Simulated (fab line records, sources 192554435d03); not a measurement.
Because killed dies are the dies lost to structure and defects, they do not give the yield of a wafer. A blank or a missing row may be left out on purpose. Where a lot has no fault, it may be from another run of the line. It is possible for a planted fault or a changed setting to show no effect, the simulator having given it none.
Which tool did it? + flow n5_finfet + 72 wafers from 24 lots sampled at 5 of the route's 1938 steps

WHAT THE GAUGES READ, wafer by wafer
N5_SD_EPI_P_INSPECT_26: inspects for defects (darkfield). Usual: raw_defect_count reads 167 (standard deviation 36).
| lot  | measured    | on                | raw_defect_count | flag |
|------|-------------|-------------------|------------------|------|
| L074 | day 3 07:56 | defect_inspect-01 | 147 121 145      |      |
| L075 | day 3 14:26 | defect_inspect-02 | 198 229 194      |      |
| L076 | day 3 21:07 | defect_inspect-01 | 157 145 216      |      |
| L077 | day 4 03:54 | defect_inspect-01 | 156 168 174      |      |
| L078 | day 4 08:35 | defect_inspect-02 | 147 243 170      |      |
| L079 | day 4 14:58 | defect_inspect-02 | 175 156 191      |      |
| L080 | day 4 20:35 | defect_inspect-02 | 183 149 182      |      |
| L081 | day 5 03:27 | defect_inspect-02 | 191 203 210      |      |
| L082 | day 5 13:52 | defect_inspect-01 | 201 192 198      |      |
| L083 | day 5 17:36 | defect_inspect-02 | 145 116 170      |      |
| L084 | day 6 00:17 | defect_inspect-01 | 115 98 144       |      |
| L085 | day 6 05:07 | defect_inspect-02 | 159 166 146      |      |
| L086 | day 6 11:38 | defect_inspect-01 | 234 196 210      |      |
| L087 | day 6 18:30 | defect_inspect-02 | 134 120 137      |      |
| L088 | day 6 23:08 | defect_inspect-01 | 176 202 164      |      |
| L089 | day 7 05:26 | defect_inspect-01 | 174 166 159      |      |
| L090 | day 7 10:13 | defect_inspect-02 | 151 130 150      |      |
| L091 | day 7 15:29 | defect_inspect-02 | 155 222 138      |      |
| L092 | day 7 22:08 | defect_inspect-02 | 191 142 153      |      |
| L093 | day 8 03:50 | defect_inspect-02 | 243 208 176      |      |
| L094 | day 8 09:13 | defect_inspect-02 | 270 161 123      |      |
| L095 | day 8 15:49 | defect_inspect-02 | 152 150 186      |      |
| L096 | day 8 22:19 | defect_inspect-02 | 181 121 150      |      |
| L097 | day 9 03:33 | defect_inspect-02 | 123 155 174      |      |

N5_ILD0_THK_MEAS_08. Usual: thk_nm reads 138.5 nm (standard deviation 1.4).
| lot  | measured    | on            | thk_nm (nm)       | flag |
|------|-------------|---------------|-------------------|------|
| L074 | day 3 11:54 | film_metro-01 | 139.2 141.4 140.6 |      |
| L075 | day 3 18:15 | film_metro-02 | 139.2 138.8 139.6 |      |
| L076 | day 4 01:02 | film_metro-01 | 137.1 139.3 137.8 |      |
| L077 | day 4 07:41 | film_metro-02 | 141.5 137.7 137.9 |      |
| L078 | day 4 12:23 | film_metro-02 | 137.4 138.4 137.7 |      |
| L079 | day 4 18:46 | film_metro-01 | 137.9 137.4 136.7 |      |
| L080 | day 5 00:23 | film_metro-02 | 138.3 140.7 138.4 |      |
| L081 | day 5 07:14 | film_metro-01 | 137.1 134.4 136.9 |      |
| L082 | day 5 17:39 | film_metro-02 | 139.2 138.6 140.5 |      |
| L083 | day 5 23:35 | film_metro-02 | 140.4 138.2 139.0 |      |
| L084 | day 6 07:09 | film_metro-01 | 137.7 140.3 139.8 |      |
| L085 | day 6 11:18 | film_metro-01 | 140.2 138.1 137.0 |      |
| L086 | day 6 16:11 | film_metro-01 | 137.7 137.9 136.3 |      |
| L087 | day 6 22:17 | film_metro-02 | 138.3 140.7 138.5 |      |
| L088 | day 7 03:13 | film_metro-01 | 139.7 138.5 137.8 |      |
| L089 | day 7 09:14 | film_metro-01 | 138.8 139.6 138.0 |      |
| L090 | day 7 14:08 | film_metro-01 | 138.0 139.8 139.5 |      |
| L091 | day 7 20:00 | film_metro-02 | 140.2 138.4 138.7 |      |
| L092 | day 8 01:58 | film_metro-01 | 140.0 138.1 137.5 |      |
| L093 | day 8 07:38 | film_metro-01 | 140.3 137.1 139.3 |      |
| L094 | day 8 13:14 | film_metro-01 | 136.6 139.9 137.6 |      |
| L095 | day 8 20:01 | film_metro-01 | 135.8 140.1 138.4 |      |
| L096 | day 9 02:49 | film_metro-02 | 140.3 138.3 138.6 |      |
| L097 | day 9 07:53 | film_metro-02 | 137.8 139.2 137.9 |      |

N5_ILD0_THK_MEAS_13. Usual: thk_nm reads 16.9 nm (standard deviation 1.5).
| lot  | measured    | on            | thk_nm (nm)    | flag |
|------|-------------|---------------|----------------|------|
| L074 | day 3 15:11 | film_metro-01 | 17.6 15.9 17.2 |      |
| L075 | day 3 21:28 | film_metro-02 | 19.8 16.8 19.9 |      |
| L076 | day 4 04:15 | film_metro-02 | 14.9 13.5 13.7 |      |
| L077 | day 4 10:53 | film_metro-02 | 18.1 13.7 16.7 |      |
| L078 | day 4 15:47 | film_metro-02 | 15.8 18.3 16.6 |      |
| L079 | day 4 21:59 | film_metro-01 | 17.5 16.9 15.4 |      |
| L080 | day 5 03:38 | film_metro-02 | 17.5 15.3 17.4 |      |
| L081 | day 5 10:27 | film_metro-01 | 18.8 14.4 18.3 |      |
| L082 | day 5 20:52 | film_metro-01 | 16.9 16.6 19.3 |      |
| L083 | day 6 02:51 | film_metro-02 | 18.6 16.5 18.0 |      |
| L084 | day 6 10:22 | film_metro-02 | 17.0 19.6 16.7 |      |
| L085 | day 6 14:37 | film_metro-02 | 15.8 18.7 14.5 |      |
| L086 | day 6 19:24 | film_metro-02 | 18.6 16.5 17.5 |      |
| L087 | day 7 01:32 | film_metro-01 | 15.5 15.7 18.8 |      |
| L088 | day 7 06:25 | film_metro-02 | 18.0 16.3 16.0 |      |
| L089 | day 7 12:32 | film_metro-01 | 15.3 16.1 16.3 |      |
| L090 | day 7 17:20 | film_metro-02 | 17.6 16.8 17.2 |      |
| L091 | day 7 23:13 | film_metro-01 | 18.1 16.1 18.2 |      |
| L092 | day 8 05:23 | film_metro-02 | 16.1 17.7 16.1 |      |
| L093 | day 8 11:11 | film_metro-02 | 15.8 17.2 16.2 |      |
| L094 | day 8 16:55 | film_metro-01 | 15.4 16.6 16.4 |      |
| L095 | day 9 00:08 | film_metro-02 | 17.3 15.8 14.8 |      |
| L096 | day 9 06:01 | film_metro-02 | 15.5 16.4 18.0 |      |
| L097 | day 9 11:08 | film_metro-02 | 17.3 15.5 17.1 |      |

WHAT TOOL EACH LOT RAN ON (gives the tool, then ch and the chambers of the sampled wafers, and finally the start)
| lot  | N5_ILD0_CMP_03               | N5_ILD0_ALD_15                   |
|------|------------------------------|----------------------------------|
| L074 | cmp-04 ch 2,3, day 3 11:17   | ald_sin-02 ch 0,1,3, day 3 12:37 |
| L075 | cmp-04 ch 1,2, day 3 17:38   | ald_sin-02 ch 0,2,3, day 3 18:58 |
| L076 | cmp-01 ch 0,1,3, day 4 00:29 | ald_sin-01 ch 0,1, day 4 01:45   |
| L077 | cmp-02 ch 0,2,3, day 4 07:06 | ald_sin-02 ch 0,1,3, day 4 08:24 |
| L078 | cmp-04 ch 0,2,3, day 4 11:47 | ald_sin-03 ch 0,1,2, day 4 13:17 |
| L079 | cmp-01 ch 2,3, day 4 18:08   | ald_sin-03 ch 1,2, day 4 19:29   |
| L080 | cmp-01 ch 0,1,2, day 4 23:46 | ald_sin-02 ch 0,2,3, day 5 01:07 |
| L081 | cmp-01 ch 0,2,3, day 5 06:44 | ald_sin-01 ch 0,1,2, day 5 09:02 |
| L082 | cmp-02 ch 0,1,2, day 5 17:07 | ald_sin-03 ch 2,3, day 5 18:22   |
| L083 | cmp-02 ch 0,1,3, day 5 23:00 | ald_sin-02 ch 0,2,3, day 6 00:18 |
| L084 | cmp-02 ch 0,1,2, day 6 06:34 | ald_sin-03 ch 1,2,3, day 6 07:52 |
| L085 | cmp-01 ch 0,1, day 6 10:41   | ald_sin-01 ch 0,1,2, day 6 12:07 |
| L086 | cmp-04 ch 0,1,2, day 6 15:37 | ald_sin-02 ch 1,2, day 6 16:55   |
| L087 | cmp-02 ch 0,3, day 6 21:42   | ald_sin-03 ch 0,1,2, day 6 23:03 |
| L088 | cmp-02 ch 2,3, day 7 02:38   | ald_sin-03 ch 0,1, day 7 03:56   |
| L089 | cmp-01 ch 1,3, day 7 08:39   | ald_sin-03 ch 0,2,3, day 7 10:02 |
| L090 | cmp-04 ch 0,2,3, day 7 13:33 | ald_sin-02 ch 1,2,3, day 7 14:50 |
| L091 | cmp-01 ch 1,2, day 7 19:23   | ald_sin-03 ch 0,2, day 7 20:43   |
| L092 | cmp-01 ch 1,2,3, day 8 01:20 | ald_sin-02 ch 1,2,3, day 8 02:53 |
| L093 | cmp-01 ch 0,2,3, day 8 07:07 | ald_sin-01 ch 0,1,2, day 8 08:41 |
| L094 | cmp-01 ch 0,3, day 8 12:40   | ald_sin-02 ch 1,2,3, day 8 14:25 |
| L095 | cmp-04 ch 0,3, day 8 19:26   | ald_sin-02 ch 0,1,3, day 8 21:38 |
| L096 | cmp-02 ch 0,1,2, day 9 02:11 | ald_sin-01 ch 0,3, day 9 03:32   |
| L097 | cmp-04 ch 0,1, day 9 07:18   | ald_sin-01 ch 0,3, day 9 08:39   |
- N5_ILD0_CMP_03: polishes, stops on SiNx, t overpolish 1.9 s, target thk 197.38 nm.
- N5_ILD0_ALD_15: deposits SiNx, target thk 24 nm, pulse time 1 s, ald cycles 480.

AS READ BY THE TOOLS THEMSELVES (means over the sampled wafers that have a number; for cases with no such wafer, the mark the record gives instead)
N5_ILD0_CMP_03. Usual: motor_current_A 12.2 A, standard deviation 0.76; overpolish_run_s 1.900 s, standard deviation 0.0093; slurry_filter_dp_kPa 13.49 kPa, standard deviation 0.14; time_to_endpoint_s 69 s, standard deviation 5.
| lot  | tool   | motor_current_A (A) | overpolish_run_s (s) | slurry_filter_dp_kPa (kPa) | time_to_endpoint_s (s) | flag |
|------|--------|---------------------|----------------------|----------------------------|------------------------|------|
| L074 | cmp-04 | 13.0                | 1.896                | 13.52                      | 68                     |      |
| L075 | cmp-04 | 12.8                | 1.901                | 13.46                      | 63                     |      |
| L076 | cmp-01 | 11.9                | 1.898                | 13.50                      | 72                     |      |
| L077 | cmp-02 | 12.0                | 1.890                | 13.28                      | 69                     |      |
| L078 | cmp-04 | 12.6                | 1.900                | 13.52                      | 70                     |      |
| L079 | cmp-01 | 11.6                | 1.906                | 13.42                      | 75                     |      |
| L080 | cmp-01 | 12.6                | 1.898                | 13.53                      | 72                     |      |
| L081 | cmp-01 | 11.8                | 1.898                | 13.43                      | 74                     |      |
| L082 | cmp-02 | 11.9                | 1.901                | 13.42                      | 63                     |      |
| L083 | cmp-02 | 11.6                | 1.897                | 13.54                      | 68                     |      |
| L084 | cmp-02 | 11.7                | 1.908                | 13.60                      | 64                     |      |
| L085 | cmp-01 | 12.2                | 1.900                | 13.40                      | 70                     |      |
| L086 | cmp-04 | 12.4                | 1.894                | 13.56                      | 69                     |      |
| L087 | cmp-02 | 11.8                | 1.892                | 13.41                      | 70                     |      |
| L088 | cmp-02 | 12.4                | 1.914                | 13.41                      | 74                     |      |
| L089 | cmp-01 | 12.2                | 1.899                | 13.36                      | 64                     |      |
| L090 | cmp-04 | 13.1                | 1.897                | 13.58                      | 74                     |      |
| L091 | cmp-01 | 12.7                | 1.899                | 13.33                      | 65                     |      |
| L092 | cmp-01 | 12.2                | 1.895                | 13.53                      | 69                     |      |
| L093 | cmp-01 | 11.9                | 1.901                | 13.49                      | 72                     |      |
| L094 | cmp-01 | 11.6                | 1.904                | 13.60                      | 68                     |      |
| L095 | cmp-04 | 12.7                | 1.903                | 13.56                      | 75                     |      |
| L096 | cmp-02 | 11.7                | 1.895                | 13.52                      | 66                     |      |
| L097 | cmp-04 | 12.4                | 1.903                | 13.51                      | 71                     |      |

N5_ILD0_ALD_15. Usual: heater_power_w 846 W, standard deviation 96; precursor_pulse_height_rel 0.998, standard deviation 0.02.
| lot  | tool       | heater_power_w (W) | precursor_pulse_height_rel | flag |
|------|------------|--------------------|----------------------------|------|
| L074 | ald_sin-02 | 866                | 0.986                      |      |
| L075 | ald_sin-02 | 817                | 0.993                      |      |
| L076 | ald_sin-01 | 910                | 0.997                      |      |
| L077 | ald_sin-02 | 881                | 1.000                      |      |
| L078 | ald_sin-03 | 802                | 0.999                      |      |
| L079 | ald_sin-03 | 846                | 0.998                      |      |
| L080 | ald_sin-02 | 805                | 1.013                      |      |
| L081 | ald_sin-01 | 835                | 0.986                      |      |
| L082 | ald_sin-03 | 800                | 1.008                      |      |
| L083 | ald_sin-02 | 808                | 0.987                      |      |
| L084 | ald_sin-03 | 841                | 1.008                      |      |
| L085 | ald_sin-01 | 834                | 1.005                      |      |
| L086 | ald_sin-02 | 889                | 1.000                      |      |
| L087 | ald_sin-03 | 799                | 1.001                      |      |
| L088 | ald_sin-03 | 836                | 1.005                      |      |
| L089 | ald_sin-03 | 781                | 0.995                      |      |
| L090 | ald_sin-02 | 874                | 0.979                      |      |
| L091 | ald_sin-03 | 740                | 1.004                      |      |
| L092 | ald_sin-02 | 867                | 1.016                      |      |
| L093 | ald_sin-01 | 841                | 1.019                      |      |
| L094 | ald_sin-02 | 862                | 1.004                      |      |
| L095 | ald_sin-02 | 879                | 0.991                      |      |
| L096 | ald_sin-01 | 892                | 1.006                      |      |
| L097 | ald_sin-01 | 908                | 1.003                      |      |

THE ANSWER, worked out from the rows above alone
Rule: lot off if the mean of its wafers having a number is beyond 3 standard deviations from the usual mean. A lot without any number at a reading at which 4 lots or more have one is off too. The other lots that the step has rows for count as sound. The gauges are gone through in route order, then the tools' own readings, and for those a lot's mean is taken as printed above. At the first step where some lot is off, the reading lying furthest off is the one used; lots without a number count as furthest.
None of the lots is off at any reading shown; this tells nothing.

WHAT THE SIMULATOR PUT IN
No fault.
